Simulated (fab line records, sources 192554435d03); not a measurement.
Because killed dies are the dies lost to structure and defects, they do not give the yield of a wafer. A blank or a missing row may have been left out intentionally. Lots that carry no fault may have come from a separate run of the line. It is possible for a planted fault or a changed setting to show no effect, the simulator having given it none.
The tool behind it: which one? -- flow n5_finfet -- Sampling: 24 lots, 72 wafers, 6 of 1938 route steps

WHAT THE GAUGES SHOWED, per wafer
The record lacks any reading of a measuring or inspecting step that a usual standard deviation could be used to judge.

TOOL THAT RAN EACH LOT (tool first, then ch and the chambers of the sampled wafers, then the start)
lot,N5_BEOL_M8_ETCH_62,N5_BEOL_M8_STRIP_80,N5_BEOL_M8_DEP_56,N5_BEOL_M9_ILD_DEP_00,N5_BEOL_M9_CURE_71,N5_BEOL_M9_HM_DEP_02
L074,"rie_diel-05 ch 1,2,3, day 9 22:23","rie_diel-05 ch 0,1,3, day 10 03:06 or earlier","pecvd-02 ch 0,1, day 10 03:06","pecvd-01 ch 0,1,2, day 10 03:15","uv_cure-01 ch 1, day 10 03:20","pvd_sputter-02, day 10 04:35"
L075,"rie_diel-02 ch 0,2,3, day 10 07:42","rie_diel-05 ch 0,1, day 10 14:10 or earlier","pecvd-02 ch 0,1, day 10 14:10","pecvd-01 ch 0,1, day 10 14:20","uv_cure-01 ch 2, day 10 14:24","pvd_sputter-03, day 10 17:37"
L076,"rie_diel-04 ch 1,2, day 10 07:44","rie_diel-02 ch 0,3, day 10 14:49 or earlier","pecvd-04 ch 0,1, day 10 14:49","pecvd-02 ch 0,1, day 10 14:57","uv_cure-03 ch 2, day 10 15:03","pvd_sputter-01, day 10 17:46"
L079,"rie_diel-05 ch 0,1,2, day 11 02:44","rie_diel-04 ch 1,2,3, day 11 07:59 or earlier","pecvd-04 ch 0,2, day 11 07:59","pecvd-02 ch 0,1, day 11 08:07","uv_cure-03 ch 1, day 11 08:21","pvd_sputter-01, day 11 10:20"
L077,"rie_diel-04 ch 0,1,3, day 11 03:29","rie_diel-02 ch 0,3, day 11 09:43 or earlier","pecvd-01 ch 0,2, day 11 09:43","pecvd-03 ch 0,1,2, day 11 09:51","uv_cure-01 ch 2, day 11 10:00","pvd_sputter-01, day 11 11:10"
L078,"rie_diel-05 ch 0,1,3, day 11 14:17","rie_diel-05 ch 0,2,3, day 11 20:06 or earlier","pecvd-01 ch 0,1,2, day 11 20:06","pecvd-01 ch 1,2, day 11 20:14","uv_cure-03 ch 0, day 11 20:30","pvd_sputter-01, day 11 22:13"
L080,"rie_diel-04 ch 0,1,3, day 11 22:47","rie_diel-02 ch 0,2,3, day 12 05:27 or earlier","pecvd-01 ch 1,2, day 12 05:27","pecvd-02 ch 0,1, day 12 05:35","uv_cure-03 ch 1, day 12 05:52","pvd_sputter-01, day 12 07:00"
L082,"rie_diel-04 ch 0,1,2, day 12 07:37","rie_diel-05 ch 1,2, day 12 12:40 or earlier","pecvd-02 ch 0,1,2, day 12 12:40","pecvd-02 ch 0,1,2, day 12 12:47","uv_cure-02 ch 1, day 12 13:10","pvd_sputter-02, day 12 14:08"
L081,"rie_diel-02 ch 0,1,2, day 12 10:56","rie_diel-05 ch 1,2,3, day 12 17:49 or earlier","pecvd-01 ch 1,2, day 12 17:49","pecvd-03 ch 1, day 12 17:57","uv_cure-03 ch 0, day 12 18:03","pvd_sputter-02, day 12 22:41"
L084,"rie_diel-04 ch 2,3, day 12 13:51","rie_diel-04 ch 0,3, day 12 22:42 or earlier","pecvd-04 ch 0,1,2, day 12 22:42","pecvd-01 ch 1,2, day 12 22:50","uv_cure-03 ch 0, day 12 22:56","pvd_sputter-02, day 13 04:49"
L086,"rie_diel-02 ch 1,3, day 12 23:27","rie_diel-05 ch 0,1,3, day 13 07:40 or earlier","pecvd-02 ch 0,2, day 13 07:40","pecvd-03 ch 1,2, day 13 07:47","uv_cure-03 ch 1, day 13 07:52","pvd_sputter-03, day 13 08:48"
L085,"rie_diel-04 ch 0,1, day 13 17:21","rie_diel-05 ch 1,3, day 13 22:31 or earlier","pecvd-02 ch 0,1, day 13 22:31","pecvd-03 ch 1,2, day 13 22:39","uv_cure-01 ch 0, day 13 22:44","pvd_sputter-01, day 14 01:49"
L083,"rie_diel-05 ch 0,1,2, day 13 17:26","rie_diel-04 ch 0,1, day 13 22:47 or earlier","pecvd-02 ch 0,1, day 13 22:47","pecvd-02 ch 0,1, day 13 22:55","uv_cure-02 ch 0, day 13 23:08","pvd_sputter-03, day 14 02:04"
L088,"rie_diel-05 ch 0,2, day 13 20:21","rie_diel-04 ch 0,1,2, day 14 02:12 or earlier","pecvd-01 ch 1,2, day 14 02:12","pecvd-01 ch 0,1, day 14 02:20","uv_cure-02 ch 0, day 14 02:25","pvd_sputter-03, day 14 05:25"
L087,"rie_diel-02 ch 1,2, day 13 20:31","rie_diel-05 ch 2,3, day 14 02:28 or earlier","pecvd-01 ch 1,2, day 14 02:28","pecvd-02 ch 0,2, day 14 02:36","uv_cure-02 ch 2, day 14 02:54","pvd_sputter-03, day 14 05:43"
L090,"rie_diel-05 ch 0,2, day 14 02:16","rie_diel-04 ch 0,1,3, day 14 11:54 or earlier","pecvd-02 ch 0,1,2, day 14 11:54","pecvd-01 ch 0,2, day 14 12:02","uv_cure-02 ch 1, day 14 12:07","pvd_sputter-03, day 14 13:52"
L089,"rie_diel-05 ch 0,2,3, day 14 02:34","rie_diel-04 ch 0,2, day 14 08:42 or earlier","pecvd-04 ch 0,2, day 14 08:42","pecvd-02 ch 0,2, day 14 08:51","uv_cure-03 ch 2, day 14 08:56","pvd_sputter-01, day 14 10:01"
L091,"rie_diel-02 ch 0,2,3, day 14 23:46","rie_diel-04 ch 2,3, day 15 07:28 or earlier","pecvd-04 ch 0,1,2, day 15 07:28","pecvd-01 ch 0,1, day 15 07:37","uv_cure-01 ch 0, day 15 07:50","pvd_sputter-02, day 15 09:01"
L092,"rie_diel-04 ch 0,1,2, day 14 23:59","rie_diel-05 ch 0,1, day 15 06:53 or earlier","pecvd-02 ch 0,1,2, day 15 06:53","pecvd-03 ch 0,1,2, day 15 07:01","uv_cure-01 ch 1, day 15 07:05","pvd_sputter-02, day 15 08:25"
L093,"rie_diel-02 ch 0,2,3, day 15 00:07","rie_diel-04 ch 1,2,3, day 15 08:01 or earlier","pecvd-02 ch 0,1,2, day 15 08:01","pecvd-03 ch 1,2, day 15 08:10","uv_cure-01 ch 0, day 15 08:23","pvd_sputter-02, day 15 09:07"
L094,"rie_diel-02 ch 1,2,3, day 15 03:56","rie_diel-02 ch 0,2,3, day 15 10:10 or earlier","pecvd-01 ch 0,1,2, day 15 10:10","pecvd-03 ch 0,1, day 15 10:17","uv_cure-03 ch 0, day 15 10:22","pvd_sputter-02, day 15 14:40"
L095,"rie_diel-05 ch 0,1,2, day 15 08:18","rie_diel-02 ch 0,1,2, day 15 18:58 or earlier","pecvd-04 ch 0,2, day 15 18:58","pecvd-02 ch 0,2, day 15 19:05","uv_cure-03 ch 0, day 15 19:15","pvd_sputter-01, day 15 21:57"
L096,"rie_diel-04 ch 0,1,2, day 16 08:32","rie_diel-05 ch 0,1,2, day 16 16:34 or earlier","pecvd-01 ch 0,1,2, day 16 16:34","pecvd-02 ch 0,1,2, day 16 16:43","uv_cure-01 ch 1, day 16 16:47","pvd_sputter-02, day 16 18:10"
L097,"rie_diel-04 ch 0,1,3, day 16 14:07","rie_diel-05 ch 0,3, day 16 19:36 or earlier","pecvd-01 ch 1,2, day 16 19:36","pecvd-03 ch 0,1,2, day 16 19:44","uv_cure-02 ch 0, day 16 19:53","pvd_sputter-02, day 16 23:08"
- N5_BEOL_M8_ETCH_62: etches SOC in N2/H2, target depth 110 nm, overetch 22 nm, time 165 s.
- N5_BEOL_M8_STRIP_80: strips in N2/H2, time 10 s.
- N5_BEOL_M8_DEP_56: deposits SiCN from 3MS/NH3, target thk 10 nm, time 17.5 s.
- N5_BEOL_M9_ILD_DEP_00: deposits SiCOH lowk from DEMS/porogen, target thk 308.51 nm, time 58 s.
- N5_BEOL_M9_CURE_71: cures SiCOH lowk, time 240 s.
- N5_BEOL_M9_HM_DEP_02: deposits TiN, target thk 20 nm.

AS READ BY THE TOOLS THEMSELVES (means over the sampled wafers that have a number; for cases with no such wafer, the mark the record gives instead)
N5_BEOL_M8_ETCH_62.
lot,tool,drypump_motor_current_A (A),oes_product_au (a.u.),rf_vpp_V (V),showerhead_plenum_p_Torr (Torr),temp_c (C),throttle_valve_pct (%)
L074,rie_diel-05,5.8,0.66,524,2.55,40.06,17.94
L075,rie_diel-02,5.9,0.72,525,2.61,39.94,17.68
L076,rie_diel-04,6.1,0.67,521,2.45,39.97,17.90
L079,rie_diel-05,5.6,0.67,524,2.56,39.92,17.79
L077,rie_diel-04,6.2,0.64,523,2.53,40.06,17.71
L078,rie_diel-05,5.7,0.69,524,2.52,40.05,17.81
L080,rie_diel-04,6.2,0.64,523,2.53,39.99,17.73
L082,rie_diel-04,6.2,0.67,522,2.51,39.96,17.80
L081,rie_diel-02,5.7,0.70,526,2.62,40.00,17.70
L084,rie_diel-04,6.0,0.63,522,2.49,39.99,17.90
L086,rie_diel-02,5.6,0.64,526,2.65,39.94,17.76
L085,rie_diel-04,6.2,0.79,527,2.70,39.96,17.45
L083,rie_diel-05,5.6,0.65,524,2.55,40.07,17.83
L088,rie_diel-05,5.7,0.65,527,2.65,40.05,17.71
L087,rie_diel-02,5.8,0.69,524,2.60,40.01,17.77
L090,rie_diel-05,5.7,0.68,527,2.68,39.89,17.71
L089,rie_diel-05,5.9,0.70,527,2.64,39.93,17.72
L091,rie_diel-02,5.9,0.66,525,2.60,40.07,17.76
L092,rie_diel-04,6.2,0.72,526,2.61,40.13,17.70
L093,rie_diel-02,5.9,0.67,526,2.60,40.04,17.75
L094,rie_diel-02,5.9,0.67,525,2.59,39.99,17.78
L095,rie_diel-05,5.6,0.64,524,2.54,40.02,17.85
L096,rie_diel-04,6.2,0.71,526,2.60,39.96,17.72
L097,rie_diel-04,6.2,0.75,525,2.62,39.95,17.51

N5_BEOL_M8_STRIP_80.
lot,tool,drypump_motor_current_A (A),oes_product_au (a.u.),rf_vpp_V (V),showerhead_plenum_p_Torr (Torr),temp_c (C),throttle_valve_pct (%)
L074,rie_diel-05,5.8,0.73,59.5,2.53,40.16,23.74
L075,rie_diel-05,5.5,0.74,59.5,2.43,40.03,23.71
L076,rie_diel-02,5.7,0.76,59.9,2.65,40.02,23.58
L079,rie_diel-04,6.1,0.75,59.5,2.45,40.15,23.63
L077,rie_diel-02,5.5,0.80,59.4,2.67,39.99,23.53
L078,rie_diel-05,5.9,0.85,59.6,2.65,40.00,23.52
L080,rie_diel-02,5.9,0.81,59.1,2.60,40.05,23.60
L082,rie_diel-05,5.7,0.81,58.7,2.58,39.94,23.62
L081,rie_diel-05,5.9,0.83,58.3,2.54,40.06,23.68
L084,rie_diel-04,6.3,0.79,59.4,2.61,40.01,23.55
L086,rie_diel-05,5.7,0.79,58.6,2.52,40.08,23.67
L085,rie_diel-05,6.0,0.84,58.9,2.51,40.02,23.75
L083,rie_diel-04,6.2,0.94,60.4,2.69,39.98,23.30
L088,rie_diel-04,6.2,0.87,59.1,2.61,39.99,23.54
L087,rie_diel-05,6.1,0.88,58.8,2.63,39.98,23.61
L090,rie_diel-04,6.2,0.83,60.0,2.62,40.05,23.43
L089,rie_diel-04,6.2,0.81,59.1,2.52,39.86,23.77
L091,rie_diel-04,6.0,0.92,58.9,2.48,39.97,23.54
L092,rie_diel-05,5.5,0.72,58.1,2.42,39.97,23.77
L093,rie_diel-04,6.1,0.91,59.2,2.55,39.97,23.48
L094,rie_diel-02,5.9,0.79,59.3,2.59,40.14,23.63
L095,rie_diel-02,5.7,0.81,59.4,2.60,40.05,23.60
L096,rie_diel-05,5.6,0.74,59.1,2.53,40.03,23.65
L097,rie_diel-05,6.1,0.82,59.0,2.60,39.92,23.63

N5_BEOL_M8_DEP_56.
lot,tool,showerhead_plenum_p_Torr (Torr),throttle_valve_pct (%)
L074,pecvd-02,3.655,9.8
L075,pecvd-02,3.653,9.4
L076,pecvd-04,3.671,8.9
L079,pecvd-04,3.659,8.9
L077,pecvd-01,3.659,9.0
L078,pecvd-01,3.666,9.4
L080,pecvd-01,3.669,9.7
L082,pecvd-02,3.664,9.2
L081,pecvd-01,3.664,9.7
L084,pecvd-04,3.668,9.1
L086,pecvd-02,3.666,8.8
L085,pecvd-02,3.657,9.6
L083,pecvd-02,3.654,9.5
L088,pecvd-01,3.667,9.7
L087,pecvd-01,3.668,9.8
L090,pecvd-02,3.662,9.3
L089,pecvd-04,3.658,8.9
L091,pecvd-04,3.671,9.1
L092,pecvd-02,3.663,9.3
L093,pecvd-02,3.666,9.1
L094,pecvd-01,3.661,9.3
L095,pecvd-04,3.662,9.0
L096,pecvd-01,3.664,9.4
L097,pecvd-01,3.661,9.8

N5_BEOL_M9_ILD_DEP_00.
lot,tool,heater_power_w (W),showerhead_plenum_p_Torr (Torr),throttle_valve_pct (%)
L074,pecvd-01,229,5.744,14.2
L075,pecvd-01,232,5.737,14.5
L076,pecvd-02,303,5.736,14.9
L079,pecvd-02,306,5.743,15.0
L077,pecvd-03,300,5.745,14.0
L078,pecvd-01,246,5.735,14.9
L080,pecvd-02,293,5.731,15.0
L082,pecvd-02,290,5.741,14.0
L081,pecvd-03,282,5.751,16.0
L084,pecvd-01,260,5.751,14.8
L086,pecvd-03,304,5.736,13.9
L085,pecvd-03,304,5.750,15.0
L083,pecvd-02,308,5.733,15.1
L088,pecvd-01,242,5.738,14.3
L087,pecvd-02,337,5.750,13.1
L090,pecvd-01,233,5.739,14.3
L089,pecvd-02,258,5.732,13.5
L091,pecvd-01,233,5.740,13.8
L092,pecvd-03,313,5.739,14.1
L093,pecvd-03,305,5.735,14.0
L094,pecvd-03,288,5.744,14.1
L095,pecvd-02,273,5.741,13.5
L096,pecvd-02,300,5.746,14.1
L097,pecvd-03,312,5.743,14.0

N5_BEOL_M9_CURE_71.
lot,tool,lamp_power_pct (%),wafer_temp_C_max
L074,uv_cure-01,52.30,388.1
L075,uv_cure-01,52.35,386.0
L076,uv_cure-03,52.35,387.6
L079,uv_cure-03,52.33,386.3
L077,uv_cure-01,52.29,386.6
L078,uv_cure-03,52.33,386.7
L080,uv_cure-03,52.31,386.8
L082,uv_cure-02,52.37,386.0
L081,uv_cure-03,52.33,386.4
L084,uv_cure-03,52.37,386.7
L086,uv_cure-03,52.35,386.8
L085,uv_cure-01,52.28,386.4
L083,uv_cure-02,52.31,386.4
L088,uv_cure-02,52.28,386.3
L087,uv_cure-02,52.29,387.8
L090,uv_cure-02,52.32,386.3
L089,uv_cure-03,52.32,388.0
L091,uv_cure-01,52.35,386.7
L092,uv_cure-01,52.33,388.2
L093,uv_cure-01,52.29,386.9
L094,uv_cure-03,52.32,386.2
L095,uv_cure-03,52.30,386.4
L096,uv_cure-01,52.33,387.4
L097,uv_cure-02,52.26,386.5

N5_BEOL_M9_HM_DEP_02.
lot,tool,throttle_valve_pct (%)
L074,pvd_sputter-02,30.7
L075,pvd_sputter-03,30.4
L076,pvd_sputter-01,29.1
L079,pvd_sputter-01,30.0
L077,pvd_sputter-01,28.7
L078,pvd_sputter-01,29.5
L080,pvd_sputter-01,30.4
L082,pvd_sputter-02,30.7
L081,pvd_sputter-02,31.5
L084,pvd_sputter-02,30.1
L086,pvd_sputter-03,30.7
L085,pvd_sputter-01,29.4
L083,pvd_sputter-03,30.6
L088,pvd_sputter-03,30.6
L087,pvd_sputter-03,30.4
L090,pvd_sputter-03,30.7
L089,pvd_sputter-01,29.0
L091,pvd_sputter-02,31.4
L092,pvd_sputter-02,29.8
L093,pvd_sputter-02,30.0
L094,pvd_sputter-02,30.7
L095,pvd_sputter-01,29.2
L096,pvd_sputter-02,30.9
L097,pvd_sputter-02,29.9

THE ANSWER, worked out from the rows above alone
Rule: the usual values come from the lots themselves. The widest of any qualifying gaps counts: lots, ordered by their means at a reading, are off when they make up no more than a third of the lots, leave a main group of 4 or more, and stand apart from it by 3 or more times the standard deviation of that group's means. The tables above print the reading to a certain number of digits; a main group whose means all agree to those digits is not used. Also off: a lot with no number at a reading for which 4 or more lots have one. The other lots that the step has rows for count as sound. First the gauges in route order, then the tools' own readings, where a lot's mean is used as printed above. At the first step where some lot is off, the reading lying furthest off is the one used; lots without a number count as furthest.
Across all readings shown, no lot is off: no conclusion can be drawn from this.

WHAT THE SIMULATOR HAD PUT IN
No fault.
